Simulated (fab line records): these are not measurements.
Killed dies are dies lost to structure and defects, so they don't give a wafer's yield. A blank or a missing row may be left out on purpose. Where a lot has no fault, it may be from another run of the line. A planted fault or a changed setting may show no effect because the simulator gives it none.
Which tool is to blame? | flow nand-harc | 18 wafers from 6 lots sampled at 5 of the route's 1302 steps

## WHAT THE GAUGES READ, wafer by wafer
NHARC_END_SORT_01.
lot  | measured     | on        | defect-limited-yield (%)
L799 | day 27 13:50 | prober-01 | 25.4 29.1 29.4
L810 | day 32 21:12 | prober-01 | 93.6 94.2 94.4

## TOOL THAT RAN EACH LOT (tool first, then ch and the chambers of the sampled wafers, then the start)
lot  | NHARC_A_M1_ANNEAL_31             | NHARC_A_M1_DEP_33               | NHARC_A_BONDPAD_PRE_CLEAN_26            | NHARC_A_BONDPAD_ECD_18
L792 | rtp-anneal-01 ch 0, day 23 06:09 | pecvd-03 ch 1,2, day 23 07:10   | pvd-sputter-01, day 23 10:53 or earlier | ecd-cu-02 ch 0,1, day 23 10:53
L794 | rtp-anneal-02 ch 0, day 24 00:01 | pecvd-04 ch 0,1,2, day 24 00:59 | pvd-sputter-02, day 24 04:17 or earlier | ecd-cu-02 ch 0,1, day 24 04:17
L799 | rtp-anneal-01 ch 0, day 26 03:47 | pecvd-01 ch 1,2, day 26 04:41   | pvd-sputter-02, day 26 08:11 or earlier | ecd-cu-01 ch 0,1, day 26 08:11
L808 | rtp-anneal-01 ch 0, day 30 10:43 | pecvd-04 ch 1,2, day 30 11:41   | pvd-sputter-02, day 30 14:54 or earlier | ecd-cu-01 ch 0,1, day 30 14:54
L810 | rtp-anneal-02 ch 0, day 31 02:22 | pecvd-01 ch 1,2, day 31 03:20   | pvd-sputter-02, day 31 06:47 or earlier | ecd-cu-02 ch 0,1, day 31 06:47
L812 | rtp-anneal-02 ch 0, day 31 18:21 | pecvd-04 ch 1,2, day 31 19:22   | pvd-sputter-01, day 31 22:40 or earlier | ecd-cu-01 ch 0,1, day 31 22:40
- NHARC_A_M1_ANNEAL_31: time 90 s.
- NHARC_A_M1_DEP_33: deposits SiCN, target thk 30 nm.
- NHARC_A_BONDPAD_PRE_CLEAN_26: time 30 s.
- NHARC_A_BONDPAD_ECD_18: material Cu, target thk 400 nm.

## THE ANSWER, worked out from the rows above alone
Rule: usual is defined by the lots themselves. Put in order of their means at a reading, lots are off if they are a third of the lots or fewer, leave a main group of 4 or more, and stand apart from it by a gap of 3 or more times the standard deviation of the main group's means; of several such gaps the widest counts. If all means in a main group match to the digits the tables above print for the reading, that group is not used. Also off: a lot with no number at a reading for which 4 or more lots have one. All remaining lots with rows at the step are treated as sound.
None of the lots is off at any reading shown; this tells nothing.

## WHAT HAD BEEN PUT IN BY THE SIMULATOR
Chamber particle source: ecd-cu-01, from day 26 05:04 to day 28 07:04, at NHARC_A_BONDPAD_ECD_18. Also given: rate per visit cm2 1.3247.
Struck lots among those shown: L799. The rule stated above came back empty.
